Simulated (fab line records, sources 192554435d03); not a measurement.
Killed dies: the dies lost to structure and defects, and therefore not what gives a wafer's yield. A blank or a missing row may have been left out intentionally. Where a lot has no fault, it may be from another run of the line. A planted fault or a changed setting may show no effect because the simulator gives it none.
What tool caused it?    flow n5Finfet    21 lots with 63 wafers sampled at 2 steps, on a route of 1938 steps

WHAT EACH GAUGE READ, for each wafer
N5_MOL_CONTACT_COAG_INSPECT_10: inspects for defects (brightfield). Usual: rawDefectCount 73, standard deviation 24.
lot   measured      on                rawDefectCount  flag
L074  day 5 15:47   defectInspect-02  74 69 56        
L075  day 4 22:07   defectInspect-02  112 63 100      
L076  day 5 03:44   defectInspect-02  52 108 54       
L077  day 5 14:27   defectInspect-02  65 79 64        
L078  day 5 18:37   defectInspect-02  123 109 85      
L079  day 5 21:49   defectInspect-01  68 58 48        
L080  day 6 05:00   defectInspect-01  39 76 56        
L081  day 6 11:30   defectInspect-01  76 78 84        
L082  day 6 22:25   defectInspect-02  57 82 40        
L083  day 7 03:54   defectInspect-01  39 79 42        
L084  day 7 08:31   defectInspect-01  46 50 60        
L085  day 7 14:32   defectInspect-01  124 75 73       
L086  day 7 23:05   defectInspect-02  124 79 157      
L087  day 8 04:10   defectInspect-02  51 93 55        
L089  day 8 10:56   defectInspect-02  88 79 61        
L092  day 9 03:26   defectInspect-01  85 59 44        
L093  day 9 10:34   defectInspect-02  76 142 53       
L094  day 9 16:17   defectInspect-01  64 58 78        
L095  day 9 23:15   defectInspect-01  56 70 45        
L096  day 10 03:19  defectInspect-02  79 78 114       
L097  day 10 09:55  defectInspect-02  59 86 70        

TOOL THAT RAN EACH LOT (tool first, then ch and the chambers of the sampled wafers, then the start)
lot   N5_HKMG_FIN_ETCH_86
L074  rieDiel-03 ch 1,3, day 4 08:49
L075  rieDiel-06 ch 1,2, day 4 11:28
L076  rieDiel-06 ch 1,2, day 4 15:53
L077  rieDiel-06 ch 0,3, day 4 23:14
L078  rieDiel-05 ch 1,2,3, day 5 05:31
L079  rieDiel-05 ch 0,1,2, day 5 10:59
L080  rieDiel-03 ch 2,3, day 5 17:47
L081  rieDiel-05 ch 1,2,3, day 5 23:41
L082  rieDiel-06 ch 1,2,3, day 6 11:28
L083  rieDiel-05 ch 1,2,3, day 6 17:13
L084  rieDiel-06 ch 0,1,3, day 6 21:37
L085  rieDiel-06 ch 0,2,3, day 7 03:19
L086  rieDiel-06 ch 0,2, day 7 12:19
L087  rieDiel-03 ch 1,2, day 7 16:49
L089  rieDiel-06 ch 2,3, day 8 00:04
L092  rieDiel-03 ch 0,3, day 8 16:30
L093  rieDiel-03 ch 0,1,2, day 9 00:02
L094  rieDiel-06 ch 1,3, day 9 04:29
L095  rieDiel-05 ch 1,2,3, day 9 12:37
L096  rieDiel-06 ch 0,1,2, day 9 16:32
L097  rieDiel-03 ch 0,1,2, day 9 22:52
- N5_HKMG_FIN_ETCH_86: etches SOC in N2/H2, stops on TiN, target depth 393.2 nm.

WHAT THE TOOLS THEMSELVES READ (means of the sampled wafers that have a number; where no wafer has one, the mark that the record gives instead)
N5_HKMG_FIN_ETCH_86. Usual: for biasW, 61.01 W with a standard deviation of 0.16; for drypumpMotorCurrentA, 5.4 A with a standard deviation of 0.51; for oesProductAu, 0.78 a.u. with a standard deviation of 0.11; for rfFwdPowerW, 844 W with a standard deviation of 3.3; for rfVppV, 240.8 V with a standard deviation of 1.2; for showerheadPlenumPTorr, 2.54 Torr with a standard deviation of 0.073; for throttleValvePct, 17.88 % with a standard deviation of 0.22.
lot   tool        biasW (W)  drypumpMotorCurrentA (A)  oesProductAu (a.u.)  rfFwdPowerW (W)  rfVppV (V)  showerheadPlenumPTorr (Torr)  throttleValvePct (%)  flag
L074  rieDiel-03  61.18      5.8                       0.70                 843              241.2       2.55                          18.14                 
L075  rieDiel-06  61.00      5.5                       0.69                 848              240.8       2.49                          17.96                 
L076  rieDiel-06  61.06      5.5                       0.69                 848              240.6       2.49                          17.95                 
L077  rieDiel-06  61.06      4.9                       0.79                 843              241.6       2.63                          17.83                 
L078  rieDiel-05  61.05      5.4                       0.80                 844              241.0       2.52                          17.83                 
L079  rieDiel-05  60.96      5.3                       0.86                 843              241.0       2.50                          17.68                 
L080  rieDiel-03  60.97      5.6                       0.79                 843              241.9       2.64                          18.14                 
L081  rieDiel-05  61.09      5.3                       0.79                 843              240.0       2.52                          17.84                 
L082  rieDiel-06  61.09      5.1                       0.69                 846              240.4       2.53                          17.99                 
L083  rieDiel-05  61.09      5.3                       0.78                 845              240.5       2.52                          17.85                 
L084  rieDiel-06  60.92      5.3                       0.76                 842              240.9       2.57                          17.85                 
L085  rieDiel-06  60.97      4.9                       0.76                 844              240.0       2.58                          17.87                 
L086  rieDiel-06  61.01      4.9                       0.74                 843              240.5       2.53                          17.89                 
L087  rieDiel-03  61.18      5.8                       0.92                 842              241.2       2.57                          17.79                 
L089  rieDiel-06  61.06      4.7                       0.67                 845              240.1       2.54                          18.05                 
L092  rieDiel-03  60.96      6.0                       0.88                 841              240.9       2.55                          18.01                 
L093  rieDiel-03  60.96      6.0                       0.92                 843              240.4       2.53                          17.79                 
L094  rieDiel-06  60.97      5.2                       0.68                 843              241.6       2.57                          18.04                 
L095  rieDiel-05  60.97      5.3                       0.75                 847              239.9       2.51                          17.90                 
L096  rieDiel-06  61.08      5.3                       0.82                 845              240.8       2.52                          17.77                 
L097  rieDiel-03  61.06      6.0                       0.90                 844              239.7       2.53                          17.81                 

THE ANSWER, worked out from the rows above alone
Rule: a lot is off if the mean of its wafers that have a number lies more than 3 standard deviations from the usual mean. Also off: a lot with no number at a reading for which 4 or more lots have one. Where the step has rows for the other lots, those lots are counted as sound. Order of review: gauges by route order, followed by the tools' own readings, for which a lot's mean as printed above is used. At the first step where some lot is off, the reading lying furthest off is the one used; lots without a number count as furthest.
Nothing can be told from this: no lot is off at any reading shown.

WHAT THE SIMULATOR HAD PUT IN
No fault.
